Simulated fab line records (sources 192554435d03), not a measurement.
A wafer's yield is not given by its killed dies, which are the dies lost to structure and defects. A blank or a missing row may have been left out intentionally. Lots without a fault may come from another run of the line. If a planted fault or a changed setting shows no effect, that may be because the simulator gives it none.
The tool behind it: which one? | flow n5_finfet | at 1 step of a route of 1938, 24 lots with 72 wafers sampled

== WHAT THE GAUGES READ, wafer by wafer ==
N5_BEOL_M7_OCD_MEAS_38. Usual: 93.0 nm for trench_depth_nm, sd 1.5.
lot  | measured     | on     | trench_depth_nm (nm) | flag
L074 | day 8 13:48  | ocd-01 | 90.5 91.3 92.6       |
L075 | day 8 18:26  | ocd-02 | 91.1 94.2 90.7       |
L076 | day 8 18:31  | ocd-02 | 92.1 93.5 92.7       |
L077 | day 9 13:17  | ocd-02 | 93.9 91.9 92.1       |
L078 | day 9 21:39  | ocd-01 | 92.9 90.8 90.8       |
L079 | day 9 22:35  | ocd-01 | 94.6 91.2 92.4       |
L080 | day 10 01:33 | ocd-02 | 94.7 94.4 94.6       |
L081 | day 10 11:49 | ocd-01 | 93.4 91.7 90.8       |
L083 | day 10 15:20 | ocd-02 | 92.9 92.6 94.5       |
L082 | day 10 20:07 | ocd-01 | 94.1 90.8 91.1       |
L084 | day 10 20:32 | ocd-01 | 93.8 92.7 91.3       |
L085 | day 11 09:04 | ocd-02 | 93.7 91.1 90.5       |
L086 | day 11 17:43 | ocd-02 | 91.7 92.5 94.1       |
L087 | day 11 22:53 | ocd-02 | 95.3 94.7 95.8       |
L088 | day 12 06:29 | ocd-02 | 91.3 95.1 94.4       |
L090 | day 12 06:40 | ocd-02 | 94.3 90.7 93.0       |
L091 | day 12 13:39 | ocd-01 | 91.5 94.6 91.5       |
L089 | day 12 15:57 | ocd-01 | 96.1 93.2 92.9       |
L092 | day 12 20:31 | ocd-02 | 91.7 93.6 91.5       |
L093 | day 13 05:43 | ocd-01 | 94.6 91.5 94.8       |
L094 | day 13 08:44 | ocd-01 | 94.8 91.9 94.1       |
L095 | day 13 14:14 | ocd-02 | 96.1 93.6 92.9       |
L096 | day 14 08:44 | ocd-01 | 94.0 91.4 93.3       |
L097 | day 14 18:55 | ocd-01 | 93.9 94.5 94.7       |

== TOOL THAT RAN EACH LOT (tool first, then ch and the chambers of the sampled wafers, then the start) ==
The record shows no process step preceding these readings.

== WHAT THE TOOLS THEMSELVES READ (means of the sampled wafers that have a number; where no wafer has one, the mark that the record gives instead) ==
The record holds no such reading with a usual standard deviation.

== THE ANSWER, worked out from the rows above alone ==
Rule: take the mean of a lot's wafers that have a number; if it is more than 3 standard deviations from the usual mean, the lot is off. Also off: a lot with no number at a reading for which 4 or more lots have one. Any other lot the step has rows for is counted as sound. Order of review: gauges by route order, followed by the tools' own readings, for which a lot's mean as printed above is used. At the first step where some lot is off, the reading lying furthest off is the one used; lots without a number count as furthest.
No lot is off on any of the readings shown, so nothing can be concluded from this.

== WHAT THE SIMULATOR HAD PUT IN ==
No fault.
